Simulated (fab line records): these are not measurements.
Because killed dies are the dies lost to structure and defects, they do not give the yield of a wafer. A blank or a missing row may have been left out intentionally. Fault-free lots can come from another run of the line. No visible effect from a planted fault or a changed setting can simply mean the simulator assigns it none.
2 desks, one fault || flow n5-finfet || each desk has only its own numbers; what lay behind them comes last

## AT THE TOOL OWNER'S DESK: rie-diel-05
The tool's own readings at N5_SD_EPI_P_ETCH_36 (etches SiARC in CF4, target depth 45.5 nm, time 75.8 s): means of the sampled wafers that have a number, for each lot that ran on this tool. Any lot whose mean is over 4 standard deviations away from the usual mean is out of limits and marked OUT; that distance is given in the brackets.
Columns: A = drypump-motor-current-A at N5_SD_EPI_P_ETCH_36, usual 5.7 A; B = etch-rf-on-time-s at N5_SD_EPI_P_ETCH_36, usual 75.2 s; C = oes-product-au at N5_SD_EPI_P_ETCH_36, usual 0.68 a.u.; D = rf-vpp-V at N5_SD_EPI_P_ETCH_36, usual 184.1 V; E = showerhead-plenum-p-Torr at N5_SD_EPI_P_ETCH_36, usual 2.14 Torr; F = throttle-valve-pct at N5_SD_EPI_P_ETCH_36, usual 15.66 %
{"lot": "L439", "first seen here": "day 4 18:07", "A": 6.0, "B": 74.7, "C": 0.62, "D": 184.2, "E": 2.14, "F": 15.67}
{"lot": "L440", "first seen here": "day 5 00:32", "A": 6.1, "B": 74.7, "C": 0.64, "D": 184.9, "E": 2.17, "F": 15.53}
{"lot": "L446", "first seen here": "day 6 12:18", "A": 5.8, "B": "58.7 (-16) OUT", "C": 0.79, "D": 184.0, "E": 2.16, "F": 15.53}
{"lot": "L448", "first seen here": "day 7 01:26", "A": 5.6, "B": "67.0 (-8.2) OUT", "C": 0.80, "D": 183.9, "E": 2.12, "F": 15.49}
This desk's finding: out of limits on L446, L448; first on L446, day 6 12:18 (etch-rf-on-time-s at N5_SD_EPI_P_ETCH_36). L439, L440: within limits.

## METROLOGY DESK
Means of the sampled wafers that have a number, per lot and without regard to the tool the lot ran on: this is what the gauges read. Any lot whose mean is over 4 standard deviations away from the usual mean is out of limits and marked OUT; that distance is given in the brackets. Readings shown: 7 of its 10, picked as those furthest out on some lot.
Columns: A = DIBL_N at N5_BEOL_M4_RC_MEAS_101, usual 36.3 mV/V; B = DIBL_P at N5_BEOL_M4_RC_MEAS_101, usual 36.5 mV/V; C = IOFF_N at N5_BEOL_M4_RC_MEAS_101, usual 0.163 nA/um; D = IOFF_P at N5_BEOL_M4_RC_MEAS_101, usual 0.22 nA/um; E = SS_P at N5_BEOL_M4_RC_MEAS_101, usual 73.3 mV/dec; F = VT_N at N5_BEOL_M4_RC_MEAS_101, usual 249.3 mV; G = VT_P at N5_BEOL_M4_RC_MEAS_101, usual -250 mV
{"lot": "L434", "first seen here": "day 9 01:08", "A": 37.9, "B": 37.6, "C": 0.176, "D": 0.25, "E": 74.1, "F": 248.6, "G": -246}
{"lot": "L438", "first seen here": "day 9 16:22", "A": 36.5, "B": 37.5, "C": 0.174, "D": 0.21, "E": 74.3, "F": 246.8, "G": -251}
{"lot": "L439", "first seen here": "day 9 23:01", "A": 36.4, "B": 37.0, "C": 0.164, "D": 0.22, "E": 73.4, "F": 248.7, "G": -251}
{"lot": "L440", "first seen here": "day 10 08:52", "A": 37.5, "B": 37.2, "C": 0.174, "D": 0.28, "E": 73.5, "F": 248.0, "G": -244}
{"lot": "L446", "first seen here": "day 11 22:40", "A": 35.1, "B": 36.6, "C": 0.136, "D": 0.20, "E": 72.7, "F": 252.7, "G": -251}
{"lot": "L448", "first seen here": "day 12 02:19", "A": 35.3, "B": 35.7, "C": 0.142, "D": 0.18, "E": 73.1, "F": 251.4, "G": -254}
{"lot": "L453", "first seen here": "day 13 16:11", "A": 36.4, "B": 39.6, "C": 0.174, "D": 0.24, "E": 73.1, "F": 248.5, "G": -248}
{"lot": "L452", "first seen here": "day 13 19:29", "A": 34.2, "B": 34.0, "C": 0.125, "D": 0.21, "E": 72.6, "F": 255.6, "G": -247}
{"lot": "L455", "first seen here": "day 14 04:17", "A": 35.5, "B": 36.2, "C": 0.159, "D": 0.21, "E": 73.6, "F": 250.7, "G": -250}
This desk's verdict: no lot among the 9 shows anything out of limits.

## ALL TOGETHER
On L446, L448, at day 6 12:18, an alarm was possible from the tool owner's desk.
Metrology desk: nothing out of limits seen.
The metrology desk holds a record of L446, L448, inside its limits.
All the named lots went through N5_SD_EPI_P_ETCH_36 on rie-diel-05.

## WHAT THE SIMULATOR HAD INSERTED
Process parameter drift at N5_SD_EPI_P_ETCH_36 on rie-diel-05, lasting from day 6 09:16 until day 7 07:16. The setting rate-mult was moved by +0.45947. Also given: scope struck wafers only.
Struck lots among those shown: L446, L448.
Hours from the fault's start to each desk's first reading out of limits: the tool owner's desk, 3.
